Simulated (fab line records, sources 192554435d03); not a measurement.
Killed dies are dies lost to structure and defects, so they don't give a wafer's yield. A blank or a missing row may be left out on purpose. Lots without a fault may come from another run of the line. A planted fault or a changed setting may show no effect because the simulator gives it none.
Chamber matching | flow n5_finfet | N5_MOL_CONTACT_COAG_ETCHBACK_136 on rie_diel-01: 4 sister chambers
The step etches SiO2 in CHF3, target depth 25 nm, time 16.7 s. 16 wafers are shown with their chamber, then 8 later ones without.

WAFERS WITH THEIR CHAMBER
wafer  | chamber | rf_vpp_V (V) | showerhead_plenum_p_Torr (Torr) | throttle_valve_pct (%)
L075.2 | 3       | 528          | 2.33                            | 18.44
L075.4 | 3       | 528          | 2.33                            | 18.44
L075.6 | 0       | 549          | 2.35                            | 18.86
L079.1 | 3       | 529          | 2.33                            | 18.46
L079.4 | 1       | 506          | 2.47                            | 18.87
L079.5 | 2       | 511          | 2.34                            | 18.81
L081.2 | 3       | 528          | 2.32                            | 18.45
L081.4 | 1       | 508          | 2.47                            | 18.89
L081.6 | 2       | 509          | 2.34                            | 18.82
L083.3 | 0       | 549          | 2.35                            | 18.55
L083.5 | 2       | 510          | 2.34                            | 18.85
L083.6 | 1       | 506          | 2.47                            | 18.90
L084.2 | 1       | 507          | 2.47                            | 18.90
L084.3 | 3       | 528          | 2.32                            | 18.46
L084.6 | 3       | 527          | 2.32                            | 18.49
L093.3 | 0       | 549          | 2.34                            | 18.60

SIGNATURES (means of the wafers above)
reading                  | chamber 0 | chamber 1 | chamber 2 | chamber 3 | scatter within a chamber
rf_vpp_V                 | 549.00    | 506.75    | 510.00    | 528.00    | 0.75
showerhead_plenum_p_Torr | 2.3467    | 2.4700    | 2.3400    | 2.3250    | 0.00425
throttle_valve_pct       | 18.6700   | 18.8900   | 18.8267   | 18.4567   | 0.0699
Rule: a wafer's distance from a chamber is the root of the sum, over the readings, of the square of ((its reading less the chamber's mean) divided by the reading's scatter). The wafer belongs to the nearest chamber; if the next one is less than 2 further off, it can't be placed. The scatter: the root of (the sum of the squares of (reading less its chamber's mean) over the shown wafers, divided by (wafers less chambers)).

WAFERS WITHOUT THEIR CHAMBER
wafer  | rf_vpp_V (V) | showerhead_plenum_p_Torr (Torr) | throttle_valve_pct (%)
L093.5 | 507          | 2.46                            | 18.94
L093.6 | 527          | 2.31                            | 18.13
L094.1 | 508          | 2.46                            | 18.94
L094.3 | 526          | 2.31                            | 18.14
L094.5 | 548          | 2.34                            | 18.62
L095.3 | 511          | 2.33                            | 18.46
L095.4 | 528          | 2.31                            | 18.15
L095.5 | 529          | 2.31                            | 18.15

WHICH CHAMBER EACH WENT THROUGH
wafer  | from the rows above | in truth
L093.5 | 1                   | 1
L093.6 | 3                   | 3
L094.1 | 1                   | 1
L094.3 | 3                   | 3
L094.5 | 0                   | 0
L095.3 | 2                   | 2
L095.4 | 3                   | 3
L095.5 | 3                   | 3
Placed correctly: 8 of 8. Can't be placed from these rows: 0. Placed wrongly: 0.
